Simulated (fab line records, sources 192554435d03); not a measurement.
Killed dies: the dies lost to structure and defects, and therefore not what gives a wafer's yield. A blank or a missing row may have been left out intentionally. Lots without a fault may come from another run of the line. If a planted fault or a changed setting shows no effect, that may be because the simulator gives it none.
A lot that was struck, set against a sound lot + flow n5-finfet + 37 out of 1938 route steps
Sound: wafers L936.3, L936.4, L936.5. Struck: wafers L926.1, L926.3, L926.4. Last of all comes the cause.
Each step with rows lists, per side, the tool, then ch with its chambers, then its first start. Under that, the readings that differ: sound wafers + struck wafers + difference of the means + sigmas: that difference in standard deviations of wafers without a fault.
alike: same words and numbers on both sides, and readings whose means sit less than 2 such deviations apart. not compared: any withheld reading, any reading some wafer has no value for, any bound like >300 that may hide the same value, and any number with overlapping values for which the record gives no deviation.
A row with sigmas, a row that says differs or no value, or rows on one side alone: a step with any of these is where the two part. When numbers do not overlap yet have no deviation, they are printed without sigmas and do not part them. A reading missing from all wafers of one side parts the sides only when that side holds two or more wafers.

first, 9 steps without rows for these wafers: N5_BEOL_M4_ANNEAL_95 (time 240 s); N5_BEOL_M4_SPUTTER_96 (material Cu, target thk 4.5 nm, time 8.29 s); N5_BEOL_M4_ECD_50 (material Cu, target thk 300 nm); N5_BEOL_M4_ANNEAL_51 (time 90 s); N5_BEOL_M4_CMP_52 (polishes, stops on SiOC, t overpolish 6.8 s, target thk 40 nm); N5_BEOL_M4_PRE_CLEAN_60 (time 15 s); N5_BEOL_M4_CO_CAP_55 (material Co, precursor CCTBA/H2, target thk 2 nm, time 102.1 s); N5_BEOL_M4_PRE_CLEAN_56 (time 15 s); N5_BEOL_M4_DEP_57 (deposits SiCN from 3MS/NH3, target thk 8 nm, time 14 s).
N5_BEOL_M4_RC_MEAS_101:
  sound on prober-02 ch 0, day 12 23:04; struck on prober-01 ch 0, day 9 22:44
  alike: DIBL_N, DIBL_P, IOFF_N, IOFF_P, ION_N, ION_P, SS_N, SS_P, VT_N, VT_P
then, 24 steps without rows for these wafers: N5_BEOL_M5_ILD_DEP_00 (deposits SiCOH lowk from DEMS/porogen, target thk 140.64 nm, time 25.9 s); N5_BEOL_M5_CURE_79 (cures SiCOH lowk, time 240 s); N5_BEOL_M5_PECVD_70 (deposits SiO2 from TEOS/O2, target thk 16 nm, time 18 s); N5_BEOL_M5_HM_DEP_02 (deposits TiN, target thk 20 nm); N5_BEOL_M5_COAT_59 (time 60 s, resist thk 60 nm); N5_BEOL_M5_COAT_60 (time 60 s, resist thk 12 nm); N5_BEOL_M5_COAT_71 (time 60 s, resist thk 5 nm); N5_BEOL_M5_COAT_05 (resist thk 30 nm); N5_BEOL_M5_EBR_07; N5_BEOL_M5_SOFTBAKE_06 (time 60 s); N5_BEOL_M5_EXPOSE_08 (exposes mask M5, target cd 28 nm); N5_BEOL_M5_PEB_09 (peb time 60 s); N5_BEOL_M5_DEVELOP_10 (develop time 30 s); N5_BEOL_M5_DESCUM_16 (chemistry O2, time 7 s); N5_BEOL_M5_ETCH_72 (etches underlayer in N2/H2, target depth 6.5 nm, time 5.2 s); N5_BEOL_M5_ETCH_61 (etches SiARC in CF4, target depth 15.6 nm, time 26 s); N5_BEOL_M5_ETCH_62 (etches SOC in N2/H2, target depth 75 nm, overetch 15 nm, time 112.5 s); N5_BEOL_M5_STRIP_63 (strips in N2/H2); N5_BEOL_M5_STRIP_73 (strips in N2/H2); N5_BEOL_M5_STRIP_64 (strips in CF4); N5_BEOL_M5_HM_OPEN_17 (chemistry Cl2/BCl3, target TiN, target depth 20 nm, overetch 6 nm); N5_BEOL_M5_STRIP_19 (strips in O2); N5_BEOL_M5_COAT_65 (time 60 s, resist thk 60 nm); N5_BEOL_M5_COAT_66 (time 60 s, resist thk 12 nm).
-- record jumps: 4 days separate the struck wafers' starts on either side; left off in module BEOL_M5, taken up again in module PASSIVATION, whose first shown step is the route's number 1936 --
N5_PASSIVATION_VIA_ETCH_13: etches SiO2 in CHF3/O2, target depth 660 nm, time 330 s.
  sound on rie-diel-04 ch 0,1,3, day 16 23:16; struck on rie-diel-01 ch 0,3, day 13 19:03
  no value came back on the struck wafers for any of 8 readings (CHF3_flow_sccm (sccm), O2_flow_sccm (sccm) and others); on the sound wafers CHF3_flow_sccm (sccm) reads 49.94 50.22 50.03
| reading                         | sound       | struck      | difference | sigmas |
|---------------------------------|-------------|-------------|------------|--------|
| model.TV_OPEN.cd-offset-nm (nm) | 2.2 1.2 1.4 | 0.4 0.6 0.6 | -1.1       |        |
  not compared: rf-hours-counter-h, model.coat_of_PASSIVATION_COAT_04.thk-nm
N5_PASSIVATION_ETCH_15: etches SiCN in CF4/N2, target depth 75 nm, time 81.2 s.
  sound: rie-diel-04 ch 0,1,3; struck: rie-diel-01 ch 0,3
| reading                         | sound          | struck         | difference | sigmas |
|---------------------------------|----------------|----------------|------------|--------|
| oes-product-au (a.u.)           | 0.88 0.99 0.70 | 0.33 0.28 0.27 | -0.56      | -6     |
| model.TV_OPEN.cd-offset-nm (nm) | 2.2 1 1.2      | 0.4 0.4 0.4    | -1.1       |        |
  alike: bias-w, cf4-flow-sccm, drypump-motor-current-A, n2-flow-sccm, rf-vpp-V, showerhead-plenum-p-Torr, throttle-valve-pct
  not compared: rf-hours-counter-h
N5_PASSIVATION_PROBE_49:
  sound: prober-01 at day 17 06:07; struck: prober-02 at day 14 01:29
| reading                  | sound          | struck         | difference | sigmas      |
|--------------------------|----------------|----------------|------------|-------------|
| defect-limited-yield (%) | 91.4 89.3 89.8 | 0 0 0          | -90        | -56         |
| killed-at-other          | 0 2 1          | 1058 1082 1055 | +1064      | +99 or more |
| killed-dies              | 102 126 120    | 1180 1180 1180 | +1064      | +56         |
| killed-on-rim            | 9 10 15        | 152 152 152    | +141       | +34         |
| sort_bin_5_function (%)  | 5.3 6.4 5.4    | 95.8 96.8 95.8 | +90.4      | +90         |
| sort-n-pass              | 1078 1054 1060 | 0 0 0          | -1064      | -56         |
| sort-yield-pct (%)       | 91.4 89.3 89.8 | 0 0 0          | -90        | -56         |
  alike: killed_at_M0_to_M3, killed_at_M4_up, killed-at-contacts, killed-at-front-end, killed-open, killed-short, sort_bin_4_leakage, sort_bin_6_memory, sort_bin_8_speed

== WHERE THEY PART ==
First at N5_PASSIVATION_VIA_ETCH_13; last, within this record, at N5_PASSIVATION_PROBE_49.

WHY: whatever the simulator had introduced
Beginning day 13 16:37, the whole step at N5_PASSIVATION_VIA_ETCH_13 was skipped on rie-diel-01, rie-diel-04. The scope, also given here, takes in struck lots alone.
